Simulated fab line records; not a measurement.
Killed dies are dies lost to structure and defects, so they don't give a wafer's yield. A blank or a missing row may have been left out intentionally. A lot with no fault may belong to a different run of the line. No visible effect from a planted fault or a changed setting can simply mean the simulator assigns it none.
Split-lot trial + flow n5Finfet + 21 wafers read from 7 lots, route of 1938 steps

SPLIT DETAILS
At N5_DUMMY_GATE_HM_DEP_06 (deposits SiNx from DCS/NH3, target thk 80 nm, time 5141 s), the setting timeS was moved away from the recipe's 5141 s on 9 of the 21 wafers read, by -6.3% to +14.0%. All remaining wafers had this setting at the recipe value.

Reading taken at the split's own step.

THE READING
SiNx_of_DUMMY_GATE_HM_DEP_06.thkNm (the simulator's own value, which no gauge read), in nm, at N5_DUMMY_GATE_HM_DEP_06 (deposits SiNx from DCS/NH3, target thk 80 nm, time 5141 s). The file does not state a usual value for it. The 12 wafers here that ran the recipe average 79.6 nm, standard deviation 0.68 nm.

| wafer  | tool, chamber at the split | timeS as run, s | against the recipe | SiNx_of_DUMMY_GATE_HM_DEP_06.thkNm, nm | against lot-mates on the recipe |
|--------|----------------------------|-----------------|--------------------|----------------------------------------|---------------------------------|
| L075.1 | -, -                       | 4861            | -5.4%              | 75.8                                   | no lot-mate on the recipe       |
| L075.3 | -, -                       | 4861            | -5.4%              | 75.8                                   | no lot-mate on the recipe       |
| L075.5 | -, -                       | 4861            | -5.4%              | 74.8                                   | no lot-mate on the recipe       |
| L082.1 | lpcvd-02, 0/15,0/20        | 5141            | recipe             | 79.8                                   | -                               |
| L082.2 | lpcvd-02, 0/15,0/20        | 5141            | recipe             | 79.8                                   | -                               |
| L082.6 | lpcvd-02, 0/39             | 5141            | recipe             | 79.4                                   | -                               |
| L083.1 | -, -                       | 5859            | +14.0%             | 91.4                                   | no lot-mate on the recipe       |
| L083.3 | -, -                       | 5859            | +14.0%             | 91.4                                   | no lot-mate on the recipe       |
| L083.4 | -, -                       | 5859            | +14.0%             | 91                                     | no lot-mate on the recipe       |
| L087.1 | -, -                       | 5141            | recipe             | 80                                     | -                               |
| L087.2 | -, -                       | 5141            | recipe             | 80.4                                   | -                               |
| L087.4 | -, -                       | 5141            | recipe             | 80.2                                   | -                               |
| L093.3 | -, -                       | 4818            | -6.3%              | 75.4                                   | no lot-mate on the recipe       |
| L093.5 | -, -                       | 4818            | -6.3%              | 75.2                                   | no lot-mate on the recipe       |
| L093.6 | -, -                       | 4818            | -6.3%              | 74.6                                   | no lot-mate on the recipe       |
| L095.2 | -, -                       | 5141            | recipe             | 78.2                                   | -                               |
| L095.4 | -, -                       | 5141            | recipe             | 78.6                                   | -                               |
| L095.6 | -, -                       | 5141            | recipe             | 78.6                                   | -                               |
| L096.1 | -, -                       | 5141            | recipe             | 79.8                                   | -                               |
| L096.3 | -, -                       | 5141            | recipe             | 80                                     | -                               |
| L096.6 | -, -                       | 5141            | recipe             | 80                                     | -                               |
If several chambers appear in one row, that row covers several wafers at once and the file leaves open which wafer was in which chamber.

FIT RESULTS
A straight line over all 21 wafers: SiNx_of_DUMMY_GATE_HM_DEP_06.thkNm changes by +0.808 nm for each +1% of timeS; r = +0.99; the points scatter about the line by 0.64 nm.
Too few moved wafers have a lot-mate on the recipe to fit a line with each lot's own level taken away.

FILE'S OWN FIT
SiNx_of_DUMMY_GATE_HM_DEP_06.thkNm changes by +0.808 nm for each +1% of timeS, r = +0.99.
